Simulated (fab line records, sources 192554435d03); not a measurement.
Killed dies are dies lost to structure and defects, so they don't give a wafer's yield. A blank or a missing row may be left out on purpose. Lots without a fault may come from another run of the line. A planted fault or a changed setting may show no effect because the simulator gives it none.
Chamber matching | flow n5_finfet | N5_BEOL_M11_ETCH_61 on rie_diel-03: 4 sister chambers
The step etches SiARC in CF4, target depth 39 nm, time 65 s. 4 wafers are shown with their chamber, then 7 later ones without.

WAFERS WITH THEIR CHAMBER
wafer  | chamber | drypump_motor_current_A (A)
L585.2 | 2       | 5.4
L590.4 | 3       | 6.2
L595.2 | 1       | 6.2
L595.3 | 0       | 6.2

WAFERS WITHOUT THEIR CHAMBER
wafer  | drypump_motor_current_A (A)
L595.5 | 5.4
L593.1 | 6.2
L593.2 | 5.5
L593.3 | 6.2
L594.2 | 6.2
L594.3 | 6.2
L594.4 | 6.2

WHICH CHAMBER EACH WENT THROUGH
wafer  | from the rows above          | in truth
L595.5 | 2                            | 2
L593.1 | can't be placed: 0 or 1 or 3 | 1
L593.2 | 2                            | 2
L593.3 | can't be placed: 0 or 1 or 3 | 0
L594.2 | can't be placed: 0 or 1 or 3 | 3
L594.3 | can't be placed: 0 or 1 or 3 | 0
L594.4 | can't be placed: 0 or 1 or 3 | 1
Placed correctly: 2 of 7. Can't be placed from these rows: 5 (the true chamber is among the candidates in 5). Placed wrongly: 0.
How it was worked out, from the rows above alone: a wafer's distance from a chamber is the root of the sum, over the readings, of the square of ((its reading less the chamber's mean) divided by the reading's scatter). The wafer belongs to the nearest chamber; if the next one is less than 2 further off, it can't be placed. A chamber's mean is the mean of its shown wafers. The scatter: with one shown wafer a chamber, the root of the mean of the squares of how far each hidden wafer lies from its nearest shown one.
